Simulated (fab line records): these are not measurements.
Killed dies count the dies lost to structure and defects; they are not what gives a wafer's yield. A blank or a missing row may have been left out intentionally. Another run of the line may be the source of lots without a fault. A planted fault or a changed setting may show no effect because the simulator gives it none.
Split-lot trial + flow n5Finfet + 39 wafers read from 7 lots, route of 1938 steps

## SPLIT DETAILS
At N5_MIM_TOP_ETCH_PECVD_03 (deposits SiNx from SiH4/NH3/N2, target thk 20 nm, time 17.6 s), the setting timeS was moved away from the recipe's 17.6 s on 9 of the 39 wafers read, by -20.6% to +44.9%. The other wafers ran this setting at the recipe's value.

Reading taken at the split's own step.

## THE READING
SiNx_of_MIM_TOP_ETCH_PECVD_03.thkNm (the simulator's own value, which no gauge read), in nm, at N5_MIM_TOP_ETCH_PECVD_03 (deposits SiNx from SiH4/NH3/N2, target thk 20 nm, time 17.6 s). No usual value for it is given in the file. Across the 30 wafers here that went through the recipe, the average is 19.9 nm and the standard deviation 0.23 nm.

| wafer  | tool, chamber at the split | timeS as run, s | against the recipe | SiNx_of_MIM_TOP_ETCH_PECVD_03.thkNm, nm | against lot-mates on the recipe |
|--------|----------------------------|-----------------|--------------------|-----------------------------------------|---------------------------------|
| L079.1 | pecvd-02, 2,0              | 17.6            | recipe             | 20                                      | -                               |
| L079.5 | pecvd-02, 2,0              | 17.6            | recipe             | 20                                      | -                               |
| L079.2 | pecvd-02, 1,2              | 20.92           | +18.9%             | 23.8                                    | +3.9                            |
| L079.6 | pecvd-02, 1,2              | 20.92           | +18.9%             | 23.8                                    | +3.9                            |
| L079.3 | pecvd-02, 0                | 17.6            | recipe             | 19.8                                    | -                               |
| L079.4 | pecvd-02, 1                | 20.92           | +18.9%             | 24.4                                    | +4.5                            |
| L085.1 | pecvd-01, 2,0              | 25.5            | +44.9%             | 28.8                                    | +8.7                            |
| L085.3 | pecvd-01, 2,0              | 25.5            | +44.9%             | 28.8                                    | +8.7                            |
| L085.2 | pecvd-01, 1                | 17.6            | recipe             | 19.8                                    | -                               |
| L085.4 | pecvd-01, 2                | 17.6            | recipe             | 20.2                                    | -                               |
| L085.5 | pecvd-01, 0                | 17.6            | recipe             | 20.4                                    | -                               |
| L085.6 | pecvd-01, 1                | 25.5            | +44.9%             | 29.2                                    | +9.1                            |
| L088.1 | pecvd-03, 1                | 17.6            | recipe             | 20                                      | -                               |
| L088.2 | pecvd-03, 0                | 13.98           | -20.6%             | 16                                      | -3.8                            |
| L088.5 | pecvd-03, 0                | 13.98           | -20.6%             | 16                                      | -3.8                            |
| L088.3 | pecvd-03, 2                | 17.6            | recipe             | 19.6                                    | -                               |
| L088.4 | pecvd-03, 2                | 17.6            | recipe             | 19.8                                    | -                               |
| L088.6 | pecvd-03, 1                | 13.98           | -20.6%             | 15.8                                    | -4.0                            |
| L089.1 | pecvd-03, 0                | 17.6            | recipe             | 20                                      | -                               |
| L089.2 | pecvd-03, 1,2              | 17.6            | recipe             | 19.8                                    | -                               |
| L089.5 | pecvd-03, 1,2              | 17.6            | recipe             | 19.8                                    | -                               |
| L089.3 | pecvd-03, 2                | 17.6            | recipe             | 19.4                                    | -                               |
| L089.4 | pecvd-03, 0                | 17.6            | recipe             | 20.4                                    | -                               |
| L089.6 | pecvd-03, 1                | 17.6            | recipe             | 20.2                                    | -                               |
| L094.1 | pecvd-01, 2,0,2,0,0        | 17.6            | recipe             | 19.8                                    | -                               |
| L094.2 | pecvd-01, 2,0,2,0,0        | 17.6            | recipe             | 19.8                                    | -                               |
| L094.3 | pecvd-01, 2,0,2,0,0        | 17.6            | recipe             | 19.8                                    | -                               |
| L094.4 | pecvd-01, 2,0,2,0,0        | 17.6            | recipe             | 19.8                                    | -                               |
| L094.6 | pecvd-01, 2,0,2,0,0        | 17.6            | recipe             | 19.8                                    | -                               |
| L094.5 | pecvd-01, 2                | 17.6            | recipe             | 20                                      | -                               |
| L097.1 | pecvd-02, 1,0              | 17.6            | recipe             | 20                                      | -                               |
| L097.6 | pecvd-02, 1,0              | 17.6            | recipe             | 20                                      | -                               |
| L097.2 | pecvd-02, 0,2              | 17.6            | recipe             | 19.8                                    | -                               |
| L097.3 | pecvd-02, 0,2              | 17.6            | recipe             | 19.8                                    | -                               |
| L097.4 | pecvd-02, 2                | 17.6            | recipe             | 20.2                                    | -                               |
| L097.5 | pecvd-02, 1                | 17.6            | recipe             | 20.4                                    | -                               |
| L096.4 | pecvd-03, 0                | 17.6            | recipe             | 19.6                                    | -                               |
| L096.5 | pecvd-03, 2                | 17.6            | recipe             | 20                                      | -                               |
| L096.6 | pecvd-03, 1                | 17.6            | recipe             | 19.8                                    | -                               |
Where a row lists several chambers, the file gives one row for several wafers and doesn't say which wafer went through which chamber.

THE FIT
A straight line over all 39 wafers: SiNx_of_MIM_TOP_ETCH_PECVD_03.thkNm changes by +0.201 nm for each +1% of timeS; r = +1.00; the points scatter about the line by 0.25 nm.
The same after taking each lot's own level away (the mean of its wafers on the recipe; 39 wafers): +0.197 nm for each +1%; r = +1.00; scatter 0.24 nm.
Per that fit: largest timeS move, reading shift of 8.8 nm.
Measured against the standard deviation above, the lots' own levels, which go from 19.80 to 20.13 nm, span 1.4 times it.
Hence the lot-to-lot level has little effect on the slope; both slopes agree.
Check: +8.93 nm against its lot-mates is what the line predicts for one of the wafers moved furthest among these (+44.9%) when that wafer is left out of the fit. It came out at +8.67 nm against them.

## THESE WAFERS: OTHER SPLITS
Other splits were also applied to these wafers ahead of the reading. Each is held against what the fit with the lots' levels taken away leaves over:
| other split on the same wafers   | wafers away from the commonest value | r with SiNx_of_MIM_TOP_ETCH_PECVD_03.thkNm (lot level and that fit taken away) |
|----------------------------------|--------------------------------------|--------------------------------------------------------------------------------|
| N5_BEOL_M15_TRENCH_ETCH_34 timeS | 15                                   | +0.38                                                                          |

## THE FILE'S OWN FIT
SiNx_of_MIM_TOP_ETCH_PECVD_03.thkNm changes by +0.197 nm for each +1% of timeS, r = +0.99.
